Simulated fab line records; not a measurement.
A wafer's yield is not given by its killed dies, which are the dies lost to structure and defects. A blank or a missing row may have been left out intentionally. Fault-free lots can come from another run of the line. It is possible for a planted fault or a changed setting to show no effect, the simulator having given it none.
fab line records    flow nandHarc
record: lots: 14  wafers: 42  lastDay: 34
route steps=1302 shown P_ZERO_WELL@16 P_STI@80 P_GATE@124
lots that met no fault: taken from a fault-free run of the same line
startH: start of the lot's first displayed wafer, in hours after the record's first day    waitH: hours from the lot's prior step to this one    " unchanged from the row above    L1.1+2: a row that stands for several wafers    - no value, or no start was given    * or withheld: withheld    < > ~ a bound
route shown NAME@n: NAME is a module with steps in the file, n the number in the route of the first one    usual: mean/standard deviation taken from wafers without a fault    same: alike in all rows    chamber/n: place in a boat    sites: each site's reading    _std_site: standard deviation across them    _edge_site: mean of outer sites minus mean of inner sites    radiusMm: how far each site lies from the wafer's centre    mask NAME#n: copy n    behind: tool/chamber where the wafer was last shaped    hold: the reason the lot was held/the length of the hold in hours/how it ended    device: the transistor (n, p or np) that didn't switch    end of line: the tests these same wafers got at the end of their route    a step with no rows: only its recipe    killed: at the first sort, the dies lost to defects and structure; wafer yield is something else    map: a wafer's dies, x killed, . not, _ none there
set.NAME: the setting as run; set.NAME@STEP: as run at that earlier step    model.NAME: the simulator's own value behind a step, which no gauge read
steps of the route over a sample of lots; a table a step, a row a wafer
services: the hour from which a tool's chamber was out of use, counted from the record's first day as startH (under 0 if before that day), plus the number of hours and why
== steps ==
step: NHARC_P_ZERO_WELL_DESCUM_13
recipe: timeS: 3  o2FlowSccm: 200  arFlowSccm: 0  biasPowerW: 0  chemistry: O2
usual: drypumpMotorCurrentA: 5.69/0.27  oesProductAu: 0.996/0.011  rfVppV: 57.6/0.96  showerheadPlenumPTorr: 1.87/0.077  throttleValvePct: 11.312/0.0087
lot.wafer  tool        chamber  startH  waitH  drypumpMotorCurrentA  oesProductAu  rfHoursCounterH  rfVppV  showerheadPlenumPTorr  throttleValvePct
L620.3     rieDiel-09  2        31.42   -      5.84                  0.984         19               60.3    2.00                   11.314
L620.4     "           3        "       "      5.34                  0.985         17               57.1    1.81                   11.305
L620.6     "           1        "       "      5.44                  1.007         -                57.4    2.01                   11.305
L622.4     rieDiel-11  2        51.39   -      6.05                  1.001         51               57.9    1.80                   11.302
L622.3     "           3        "       "      5.68                  0.971         48               60.1    1.92                   11.309
L622.2     "           1        "       "      5.47                  1.006         52               57.0    1.84                   11.309
L623.3     rieDiel-11  2        61.29   -      6.07                  1.011         58               57.4    1.80                   11.326
L623.1     "           3        "       "      5.68                  0.981         55               58.4    1.92                   11.308
L623.6     "           2        "       "      6.04                  1.002         -                57.0    1.80                   11.296
L624.4     rieDiel-05  0        71.40   -      5.55                  0.979         3                56.6    1.85                   11.317
L624.5     "           0        "       "      5.55                  0.992         -                56.5    1.85                   11.302
L624.6     "           1        "       "      5.80                  0.992         -                57.8    1.83                   11.329
L625.2     rieDiel-05  3        81.40   -      6.04                  0.997         5                58.7    1.97                   11.309
L625.1     "           0        "       "      5.56                  0.987         6                56.6    1.84                   11.316
L625.5     "           0        "       "      5.56                  0.992         -                57.2    1.84                   11.310
L627.3     rieDiel-11  2        101.43  -      6.05                  0.997         4                57.3    1.80                   11.300
L627.6     "           1        "       "      5.47                  0.992         -                57.7    1.84                   11.304
L627.5     "           2        "       "      6.06                  0.989         -                56.5    1.80                   11.307
L629.3     rieDiel-09  2        121.41  -      5.86                  0.994         49               57.2    1.99                   11.325
L629.4     "           3        "       "      5.35                  1.010         29               57.7    1.81                   11.308
L629.2     "           1        "       "      5.42                  1.025         48               59.0    2.00                   11.312
L630.1     rieDiel-09  3        131.27  -      5.35                  1.003         32               57.6    1.81                   11.299
L630.4     "           0        "       "      5.30                  1.026         50               56.8    1.79                   11.330
L630.2     "           2        "       "      5.83                  0.997         52               58.6    1.98                   11.322
L636.1     rieDiel-09  2        191.40  -      5.85                  0.995         13               58.8    1.98                   11.300
L636.6     "           3        "       "      5.35                  1.004         -                57.5    1.80                   11.319
L636.4     "           0        "       "      5.29                  1.012         -                56.6    1.79                   11.317
L637.3     rieDiel-11  1        201.45  -      5.46                  0.992         36               58.1    1.83                   11.302
L637.1     "           2        "       "      6.03                  0.991         36               55.2    1.79                   11.307
L637.4     "           1        "       "      5.45                  0.988         -                56.3    1.83                   11.317
L638.4     rieDiel-09  0        211.41  -      5.31                  0.998         20               58.3    1.79                   11.306
L638.3     "           2        "       "      5.80                  0.979         20               57.3    1.98                   11.312
L638.1     "           3        "       "      5.36                  0.996         18               57.6    1.80                   11.312
L640.2     rieDiel-11  3        231.39  -      5.69                  0.994         42               58.6    1.90                   11.309
L640.3     "           0        "       "      5.95                  1.006         43               58.8    1.80                   11.312
L640.1     "           1        "       "      5.49                  0.998         46               56.7    1.82                   11.303
L641.3     rieDiel-05  3        241.39  -      6.07                  0.995         1                57.5    1.95                   11.302
L641.4     "           0        "       "      5.56                  0.991         1                57.0    1.83                   11.320
L641.6     "           0        "       "      5.56                  0.991         -                57.1    1.83                   11.319
L642.2     rieDiel-11  3        251.40  -      5.67                  0.982         53               58.3    1.90                   11.311
L642.4     "           0        "       "      5.94                  1.001         50               56.7    1.80                   11.304
L642.3     "           1        "       "      5.46                  0.994         54               57.6    1.82                   11.310
step: NHARC_P_STI_EXPOSE_06
recipe: na: 0.55  targetCdNm: 200  doseMj: 37.69  maskId: P_STI
usual: exposureDoseMJCm2: 37.78/0.16  focusOffsetNm: 0.0/0.48
lot.wafer  tool           chamber  startH  waitH  mask     exposureDoseMJCm2  focusOffsetNm
L620.3     krfScanner-02  0        54.18   -      P_STI#0  38.05              0.1
L620.4     "              0        "       "      P_STI#0  38.08              -0.2
L620.6     "              0        "       "      P_STI#0  38.03              -0.1
L622.2     krfScanner-01  0        72.52   -      P_STI#0  37.66              0.8
L622.3     "              0        "       "      P_STI#0  37.65              0.3
L622.4     "              0        "       "      P_STI#0  37.68              0.2
L623.1     krfScanner-02  0        81.61   -      P_STI#0  38.02              -0.1
L623.3     "              0        "       "      P_STI#0  38.09              -0.4
L623.6     "              0        "       "      P_STI#0  38.05              0.2
L624.4     krfScanner-01  0        93.84   -      P_STI#0  37.62              0.0
L624.5     "              0        "       "      P_STI#0  37.65              0.5
L624.6     "              0        "       "      P_STI#0  37.64              -0.2
L625.1     krfScanner-03  0        105.17  -      P_STI#0  37.68              0.8
L625.2     "              0        "       "      P_STI#0  37.64              -0.3
L625.5     "              0        "       "      P_STI#0  37.66              0.2
L627.3     krfScanner-01  0        123.58  -      P_STI#0  37.70              1.1
L627.5     "              0        "       "      P_STI#0  37.66              -0.6
L627.6     "              0        "       "      P_STI#0  37.66              0.6
L629.2     krfScanner-01  -        148.00  -      P_STI#0  -                  -
L629.3     "              -        "       "      P_STI#0  -                  -
L629.4     "              -        "       "      P_STI#0  -                  -
L630.1     krfScanner-02  -        154.78  -      P_STI#0  -                  -
L630.2     "              -        "       "      P_STI#0  -                  -
L630.4     "              -        "       "      P_STI#0  -                  -
L636.1     krfScanner-03  0        213.67  -      P_STI#0  37.71              0.4
L636.4     "              0        "       "      P_STI#0  37.75              0.1
L636.6     "              0        "       "      P_STI#0  37.77              0.0
L637.1     krfScanner-01  0        224.41  -      P_STI#0  37.69              0.1
L637.3     "              0        "       "      P_STI#0  37.71              0.0
L637.4     "              0        "       "      P_STI#0  37.69              0.6
L638.1     krfScanner-02  0        234.36  -      P_STI#0  38.01              0.2
L638.3     "              0        "       "      P_STI#0  38.06              0.4
L638.4     "              0        "       "      P_STI#0  38.01              0.2
L640.1     krfScanner-03  0        254.71  -      P_STI#0  37.75              0.1
L640.2     "              0        "       "      P_STI#0  37.77              0.3
L640.3     "              0        "       "      P_STI#0  37.79              0.1
L641.3     krfScanner-03  0        263.45  -      P_STI#0  37.73              0.7
L641.4     "              0        "       "      P_STI#0  37.73              0.4
L641.6     "              0        "       "      P_STI#0  37.73              0.8
L642.2     krfScanner-02  0        271.83  -      P_STI#0  38.01              -0.8
L642.3     "              0        "       "      P_STI#0  38.02              -0.9
L642.4     "              0        "       "      P_STI#0  38.06              -0.2
step: NHARC_P_GATE_DESCUM_13
recipe: timeS: 3  o2FlowSccm: 200  arFlowSccm: 0  biasPowerW: 0  chemistry: O2
usual: drypumpMotorCurrentA: 5.8/0.37  oesProductAu: 1.000/0.01  rfVppV: 57.9/0.99  showerheadPlenumPTorr: 1.95/0.073  throttleValvePct: 11.312/0.0092
lot.wafer  tool        chamber  startH  waitH  drypumpMotorCurrentA  oesProductAu  rfHoursCounterH  rfVppV  showerheadPlenumPTorr  throttleValvePct
L620.3     rieDiel-10  1        93.53   -      5.4                   1.010         1.3              59.7    2.05                   11.302
L620.4     "           3        "       "      6.6                   0.993         1.8              57.5    1.92                   11.319
L620.6     "           1        "       "      5.4                   0.999         -                59.8    2.05                   11.306
L622.2     rieDiel-04  1        110.79  -      5.9                   0.996         5.4              59.6    2.02                   11.315
L622.3     "           3        "       "      6.1                   1.025         5.1              58.8    1.98                   11.309
L622.4     "           2        "       "      5.4                   0.992         -                58.6    1.89                   11.320
L623.1     rieDiel-04  3        119.59  -      6.1                   1.017         5.4              58.3    1.98                   11.292
L623.3     "           1        "       "      5.9                   1.007         5.6              56.7    2.02                   11.302
L623.6     "           2        "       "      5.3                   0.993         -                57.9    1.89                   11.310
L624.4     rieDiel-04  1        130.35  -      5.9                   0.995         6.0              58.8    2.02                   11.301
L624.6     "           2        "       "      5.3                   0.977         -                57.7    1.89                   11.305
L624.5     "           3        "       "      6.1                   1.015         -                57.1    1.98                   11.316
L625.1     rieDiel-04  2        147.39  -      5.4                   0.991         6.8              57.6    1.89                   11.295
L625.2     "           3        "       "      6.1                   1.017         6.3              57.4    1.98                   11.316
L625.5     "           2        "       "      5.4                   0.987         -                57.6    1.89                   11.319
L627.3     rieDiel-04  1        165.98  -      5.9                   1.008         7.2              59.0    2.02                   11.310
L627.6     "           2        "       "      5.3                   0.980         -                58.2    1.89                   11.293
L627.5     "           3        "       "      6.1                   1.003         -                58.9    1.98                   11.314
L636.4     rieDiel-03  3        251.35  -      5.5                   1.009         7.5              57.6    1.93                   11.320
L636.1     "           1        "       "      5.2                   0.998         7.5              57.8    1.84                   11.310
L636.6     "           3        "       "      5.5                   1.014         -                58.4    1.93                   11.318
L637.3     rieDiel-10  1        259.97  -      5.5                   1.015         0.1              58.4    2.05                   11.318
L637.4     "           3        "       "      6.7                   0.991         0.1              57.5    1.91                   11.310
L637.1     "           0        "       "      5.5                   0.999         0.1              58.0    1.91                   11.314
L638.1     rieDiel-10  3        269.20  -      6.6                   0.998         0.1              59.3    1.91                   11.310
L638.4     "           1        "       "      5.5                   1.013         1.4              58.2    2.05                   11.310
L638.3     "           2        "       "      5.8                   0.992         1.4              57.6    2.03                   11.291
L640.3     rieDiel-10  1        295.12  -      5.4                   1.005         2.5              58.4    2.05                   11.293
L640.2     "           2        "       "      5.8                   0.995         2.8              58.5    2.03                   11.292
L640.1     "           3        "       "      6.6                   0.995         1.3              57.6    1.91                   11.313
L641.3     rieDiel-10  0        299.06  -      5.5                   1.006         2.9              56.6    1.91                   11.320
L641.4     "           2        "       "      5.8                   1.002         3.1              59.4    2.03                   11.303
L641.6     "           3        "       "      6.6                   0.998         -                58.6    1.91                   11.317
L642.3     rieDiel-03  3        308.72  -      5.5                   1.004         0.2              58.1    1.92                   11.300
L642.4     "           0        "       "      5.9                   1.027         0.2              59.2    2.00                   11.312
L642.2     "           1        "       "      5.3                   0.987         0.2              58.1    1.84                   11.316
step: NHARC_P_GATE_HM_DEP_102
recipe: targetThkA: 1200  tempC: 400  material: aC
usual: throttleValvePct: 34.999/0.0092
lot.wafer  tool       chamber  startH  waitH  throttleValvePct
L620.3     aclDep-02  0        111.95  4.3    34.983
L620.4     "          0        "       "      34.980
L620.6     "          0        "       "      35.009
L622.2     aclDep-02  0        128.97  4.5    34.998
L622.3     "          0        "       "      34.993
L622.4     "          0        "       "      34.993
L623.1     aclDep-02  0        133.09  1.3    35.008
L623.3     "          0        "       "      35.014
L623.6     "          0        "       "      35.002
L624.4     aclDep-01  0        149.61  5.1    34.999
L624.5     "          0        "       "      34.993
L624.6     "          0        "       "      35.009
L625.1     aclDep-03  0        159.80  0.4    34.995
L625.2     "          0        "       "      34.990
L625.5     "          0        "       "      35.011
L627.3     aclDep-03  0        178.77  0.6    35.008
L627.5     "          0        "       "      34.988
L627.6     "          0        "       "      34.995
L636.1     aclDep-01  0        267.38  3.2    34.985
L636.4     "          0        "       "      35.004
L636.6     "          0        "       "      34.996
L637.1     aclDep-01  0        273.74  1.7    34.994
L637.3     "          0        "       "      34.995
L637.4     "          0        "       "      35.012
L638.1     aclDep-02  0        284.00  2.5    35.007
L638.3     "          0        "       "      34.998
L638.4     "          0        "       "      34.996
L640.1     aclDep-01  0        309.99  2.8    34.995
L640.2     "          0        "       "      35.008
L640.3     "          0        "       "      35.022
L641.3     aclDep-02  0        313.08  2.0    34.997
L641.4     "          0        "       "      35.015
L641.6     "          0        "       "      35.016
L642.2     aclDep-02  0        324.94  2.3    35.002
L642.3     "          0        "       "      35.002
L642.4     "          0        "       "      34.993
== services ==
tool           chamber  startH  hours  kind
rieDiel-11     1        22.45   3.0    repair
rieDiel-10     -        65.50   9.0    pm
aclDep-02      -        66.99   13.0   pm
rieDiel-09     3        72.07   46.2   repair
rieDiel-11     -        81.79   9.0    pm
krfScanner-01  -        96.61   0.8    repair
rieDiel-04     0        105.74  10.1   repair
rieDiel-10     -        109.07  2.5    repair
krfScanner-01  -        122.42  0.1    repair
krfScanner-02  -        124.34  4.0    pm
krfScanner-01  -        140.00  4.0    pm
rieDiel-09     -        143.62  9.0    pm
rieDiel-10     0        161.55  5.6    repair
rieDiel-04     0        169.39  7.0    repair
rieDiel-11     3        172.14  8.8    repair
rieDiel-04     -        177.90  9.0    pm
rieDiel-11     0        182.85  2.5    repair
rieDiel-09     1        187.75  7.5    repair
rieDiel-09     -        194.53  0.2    repair
rieDiel-11     0        200.53  12.7   repair
aclDep-02      -        249.57  13.0   pm
rieDiel-11     0        257.08  4.7    repair
rieDiel-11     -        258.79  9.0    pm
rieDiel-11     0        310.70  132.0  repair
== key ==
firstSign: step: NHARC_P_STI_EXPOSE_06  reading: toolRecord  direction: missing
effect none on later readings
metAt NHARC_P_STI_EXPOSE_06
struckLots L629,L630
laterRowsLeftOut L629.2,L629.3,L629.4,L630.1,L630.2,L630.4
sortLeftOut L629.2,L629.3,L629.4,L630.1,L630.2,L630.4
testerLeftOut L629,L630
notActingAt NHARC_P_ZERO_WELL_DESCUM_13,NHARC_P_GATE_DESCUM_13,NHARC_P_GATE_HM_DEP_102
onsetBetween 123.58 148.00
fault: kind: skippedStepWhole  tool: krfScanner-01,krfScanner-02  chamber: -  onsetH: 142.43  steps: NHARC_P_STI_EXPOSE_06  scope: struckLotsOnly
testerLeftOut: of these lots the tester's yield and bins aren't shown, on N5 and GAA mostly nor the transistor test; their killed dies are dies lost to structure and defects alone, not to doping, threshold or leakage, so they don't give the yield
sortLeftOut: the simulated sort isn't trusted on such a fault, so these wafers' sort isn't shown, and their yield isn't known
laterRowsLeftOut: the simulator's readings of these wafers behind a module that went badly wrong aren't trusted and aren't shown, but for the sort
